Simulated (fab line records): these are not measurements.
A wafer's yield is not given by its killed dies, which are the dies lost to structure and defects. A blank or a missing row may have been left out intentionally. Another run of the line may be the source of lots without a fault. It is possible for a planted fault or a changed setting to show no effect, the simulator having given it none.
8D (eight disciplines) problem report, filled in by code	flow n5-finfet	the parts of the form that need people (team, actions taken, sign-off) are left out

== 1. WHAT IS WRONG ==
killed_at_M4_up at N5_PASSIVATION_PROBE_49 reads a mean of 148 on 2 wafers of 2 lots; wafers without a fault read 14 with a standard deviation of 5.2. Relative to the usual mean, that is a shift of +26 standard deviations.
First seen on wafer L451.2, day 17 23:38, on prober-01. At this step, 6 wafers from 2 lots have a number in the record. The rule behind "out" and "out of limits": a value lying over 4 standard deviations away from the usual mean. Any other wafer with a number is counted as sound.

== 2. WHAT IT IS AND WHAT IT IS NOT ==
question	is	is not
which readings at this step	killed_at_M4_up, defect-limited-yield, killed-dies, sort_bin_5_function, sort-n-pass, sort-yield-pct	killed_at_M0_to_M3, killed-at-contacts, killed-at-front-end, killed-at-other, killed-short, sort_bin_6_memory, sort_bin_8_speed
which lots	L451, L452	-
which wafers of those lots	L451.2, L452.3	L451.3, L451.5, L452.1, L452.5
read on which tools	prober-01, prober-02	-
when	from day 17 23:38	up to then (0 sound wafers); but 4 sound wafers of L451, L452 came after

== 3. THE SUSPECTS, EACH WITH WHAT RULES IT OUT ==
Counting: if a tool at a process step up to the reading ran every lot that is out, it stays a suspect. Sound lots after the first of them don't rule it out here, since some wafers of a struck lot are sound.
- rie-diel-01 at N5_BEOL_M7_ETCH_72 (etches underlayer in N2/H2, target depth 6.5 nm, time 5.2 s): kept. It ran every lot that is out, first L451 (day 14 22:50).
- pvd-sputter-02 at N5_PASSIVATION_AL_DEP_21 (deposits Al, target thk 2800 nm, time 170 s): kept. It ran every lot that is out, first L451 (day 17 18:05).
- In rie-diel-01 at N5_BEOL_M7_ETCH_72, the wafers that are out were processed in chamber 1 and their sound lot-mates in chambers 0, 2, 3.
What counting leaves: rie-diel-01 at N5_BEOL_M7_ETCH_72 and pvd-sputter-02 at N5_PASSIVATION_AL_DEP_21.

== 4. THE CAUSE (what the simulator had put in) ==
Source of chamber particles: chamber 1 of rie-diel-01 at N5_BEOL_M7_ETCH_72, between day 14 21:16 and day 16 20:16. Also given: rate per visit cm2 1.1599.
Of the 2 suspects that counting leaves, this tool is one.

== 5. THE EFFECT CHAIN, in route order ==
One row per reading whose mean, taken over the struck wafers that have a number, lies over 3 standard deviations from the usual. Only readings for which the record gives a usual standard deviation are gone through. hours: the time from each lot's start at the first step in this table that gives one to its start at this step, as a median over the lots. sigmas: the change in usual standard deviations.
hours	step	reading	usual	on struck wafers	change	sigmas
0	N5_PASSIVATION_PROBE_49	defect-limited-yield	91.3 %	80.7	-10.6	-8.2
0	N5_PASSIVATION_PROBE_49	killed_at_M4_up	14	148	+134	+26
0	N5_PASSIVATION_PROBE_49	killed-dies	103	228	+124	+8.3
0	N5_PASSIVATION_PROBE_49	sort_bin_5_function	5.1 %	12.9	+7.8	+8.9
0	N5_PASSIVATION_PROBE_49	sort-n-pass	1077	952	-124	-8.3
0	N5_PASSIVATION_PROBE_49	sort-yield-pct	91.3 %	80.7	-10.6	-8.2
Its process steps:
- N5_PASSIVATION_PROBE_49

== 6. HOW IT WOULD HAVE BEEN CAUGHT EARLIER ==
First out-of-limits reading in this record: day 17 23:38, which is 74 hours after fault onset at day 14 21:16.
No tool reading at N5_BEOL_M7_ETCH_72 that has a usual standard deviation in the record was out on any struck wafer, so an alarm limit of 4 standard deviations on those readings would not have fired.
Lots out: 2; all had begun N5_BEOL_M7_ETCH_72 on rie-diel-01 by day 17 23:38. Had the tool been put on hold then, not one of them would have been saved.
